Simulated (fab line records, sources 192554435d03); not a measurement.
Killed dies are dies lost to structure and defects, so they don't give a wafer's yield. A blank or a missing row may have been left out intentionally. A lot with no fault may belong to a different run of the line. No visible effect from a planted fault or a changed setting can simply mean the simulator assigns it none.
Chamber matching + flow n5_finfet + N5_BEOL_M8_ALD_77 on ald_metal-01 has 4 sister chambers
The step deposits TaN, target thk 2 nm, pulse time 2 s, purge time 3 s. 4 wafers are shown with their chamber, then 10 later ones without.

## WAFERS, EACH WITH ITS CHAMBER
| wafer  | chamber | heater_power_w (W) |
|--------|---------|--------------------|
| L077.2 | 3       | 405                |
| L088.4 | 0       | 410                |
| L090.3 | 1       | 486                |
| L090.4 | 2       | 424                |

## WAFERS WITHOUT THEIR CHAMBER
| wafer  | heater_power_w (W) |
|--------|--------------------|
| L090.6 | 407                |
| L091.2 | 418                |
| L091.4 | 476                |
| L091.5 | 479                |
| L096.1 | 410                |
| L096.2 | 414                |
| L096.5 | 485                |
| L095.1 | 426                |
| L095.3 | 476                |
| L095.5 | 406                |

## THE CHAMBER EACH PASSED THROUGH
| wafer  | from the rows above          | in truth                   |
|--------|------------------------------|----------------------------|
| L090.6 | can't be placed: 3 or 0      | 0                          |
| L091.2 | can't be placed: 2 or 0 or 3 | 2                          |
| L091.4 | 1                            | 1                          |
| L091.5 | 1                            | 1                          |
| L096.1 | can't be placed: 0 or 3      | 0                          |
| L096.2 | can't be placed: 0 or 3 or 2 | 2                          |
| L096.5 | 1                            | 1                          |
| L095.1 | 2                            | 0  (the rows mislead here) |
| L095.3 | 1                            | 1                          |
| L095.5 | can't be placed: 3 or 0      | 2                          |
Placed correctly: 4 of 10. These rows do not allow placing 5 (true chamber among the candidates in 4). 1 placed wrongly.
How it was worked out, from the rows above alone: a wafer's distance from a chamber is the root of the sum, over the readings, of the square of ((its reading less the chamber's mean) divided by the reading's scatter). The wafer belongs to the nearest chamber; if the next one is less than 2 further off, it can't be placed. A chamber's mean is the mean of its shown wafers. The scatter (one wafer shown for each chamber): square how far every hidden wafer sits from the nearest shown wafer, average those squares and take the square root.
